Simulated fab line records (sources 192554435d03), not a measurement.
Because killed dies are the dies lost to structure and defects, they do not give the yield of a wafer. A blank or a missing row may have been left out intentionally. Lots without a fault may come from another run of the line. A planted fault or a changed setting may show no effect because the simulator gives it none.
Matching of chambers + flow n5 finfet + N5_BEOL_M0_SAQP_PECVD_97 on pecvd-02: 3 sister chambers
The step deposits SiNx from SiH4/NH3/N2, target thk 23 nm, time 19.9 s. 3 wafers are shown with their chamber, then 7 later ones without.

WAFERS WITH THEIR CHAMBER
| wafer  | chamber | throttle valve pct (%) |
|--------|---------|------------------------|
| L088.4 | 1       | 44.1                   |
| L091.3 | 0       | 41.7                   |
| L091.4 | 2       | 37.9                   |

WAFERS WITHOUT THEIR CHAMBER
| wafer  | throttle valve pct (%) |
|--------|------------------------|
| L091.5 | 42.0                   |
| L094.1 | 44.0                   |
| L094.2 | 42.0                   |
| L094.4 | 43.9                   |
| L096.3 | 44.1                   |
| L096.4 | 44.1                   |
| L096.5 | 41.9                   |

CHAMBER TAKEN BY EACH
| wafer  | from the rows above | in truth |
|--------|---------------------|----------|
| L091.5 | 0                   | 0        |
| L094.1 | 1                   | 1        |
| L094.2 | 0                   | 0        |
| L094.4 | 1                   | 1        |
| L096.3 | 1                   | 1        |
| L096.4 | 1                   | 1        |
| L096.5 | 0                   | 0        |
Placed correctly: 7 of 7. Can't be placed from these rows: 0. 0 placed wrongly.
How it was worked out, from the rows above alone: a wafer's distance from a chamber is the root of the sum, over the readings, of the square of ((its reading less the chamber's mean) divided by the reading's scatter). If the next closest chamber is less than 2 further off than the closest, the wafer can't be placed; otherwise it belongs to the closest. A chamber's mean is the mean of its shown wafers. The scatter: with one shown wafer a chamber, the root of the mean of the squares of how far each hidden wafer lies from its nearest shown one.
